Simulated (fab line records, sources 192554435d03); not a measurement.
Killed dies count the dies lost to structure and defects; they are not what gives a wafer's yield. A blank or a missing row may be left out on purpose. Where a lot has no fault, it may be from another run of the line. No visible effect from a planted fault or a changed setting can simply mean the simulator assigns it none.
3 desks looking at one fault -- flow n5_finfet -- each desk holds nothing but its own numbers, with what lay behind them at the end

== DESK OF THE TOOL OWNER: rie_diel-01 ==
The tool's own readings at N5_BEOL_M8_ETCH_41 (etches SiCN in CH3F/O2, target depth 31.9 nm, time 57.8 s): means of the sampled wafers that have a number, for each lot that ran on this tool. If a lot's mean is further than 4 standard deviations from the usual mean, the lot is out of limits and carries the mark OUT (the distance appears in the brackets).
Columns: A = drypump_motor_current_A at N5_BEOL_M8_ETCH_41, usual 5.57 A; B = mfc_ar_sccm at N5_BEOL_M8_ETCH_41, usual 150.0 sccm; C = oes_product_au at N5_BEOL_M8_ETCH_41, usual 0.79 a.u.; D = rf_vpp_V at N5_BEOL_M8_ETCH_41, usual 297.8 V; E = showerhead_plenum_p_Torr at N5_BEOL_M8_ETCH_41, usual 2.02 Torr; F = throttle_valve_pct at N5_BEOL_M8_ETCH_41, usual 16.34 %
lot,first seen here,A,B,C,D,E,F
L332,day 9 11:45,5.56,150.1,0.80,296.7,1.99,16.23
L341,day 12 12:57,5.56,149.8,0.79,297.3,2.02,16.28
L342,day 12 15:40,5.55,150.0,0.79,297.7,2.02,16.28
This desk's verdict: no lot among the 3 shows anything out of limits.

== THE DEFECT DESK ==
For each lot, the counts of the inspections along the route, averaged over the sampled wafers that have a number. If a lot's mean is further than 4 standard deviations from the usual mean, the lot is out of limits and carries the mark OUT (the distance appears in the brackets).
Columns: A = raw_defect_count at N5_BEOL_M8_INSPECT_30, usual 432
lot,first seen here,A
L332,day 9 11:23,390
L337,day 10 15:07,292
L341,day 12 12:32,440
L342,day 12 15:19,522
L333,day 15 08:37,527
L353,day 16 22:37,369
This desk's verdict: no lot among the 6 shows anything out of limits.

== THE METROLOGY DESK ==
What the gauges read for every lot (on any tool): the sampled wafers with a number, averaged. If a lot's mean is further than 4 standard deviations from the usual mean, the lot is out of limits and carries the mark OUT (the distance appears in the brackets).
Columns: A = V7_OVL at N5_BEOL_M8_OVL_MEAS_29, usual 0.4 nm
lot,first seen here,A
L332,day 9 11:20,1.3
L337,day 10 15:03,0.3
L341,day 12 12:28,1.2
L342,day 12 15:16,0.1
L333,day 15 08:34,0.2
L353,day 16 22:34,0.8
This desk's verdict: no lot among the 6 shows anything out of limits.

== BROUGHT TOGETHER ==
The tool owner's desk saw nothing out of limits.
The defect desk saw nothing out of limits.
Metrology desk: nothing out of limits seen.

== WHAT THE SIMULATOR PUT IN ==
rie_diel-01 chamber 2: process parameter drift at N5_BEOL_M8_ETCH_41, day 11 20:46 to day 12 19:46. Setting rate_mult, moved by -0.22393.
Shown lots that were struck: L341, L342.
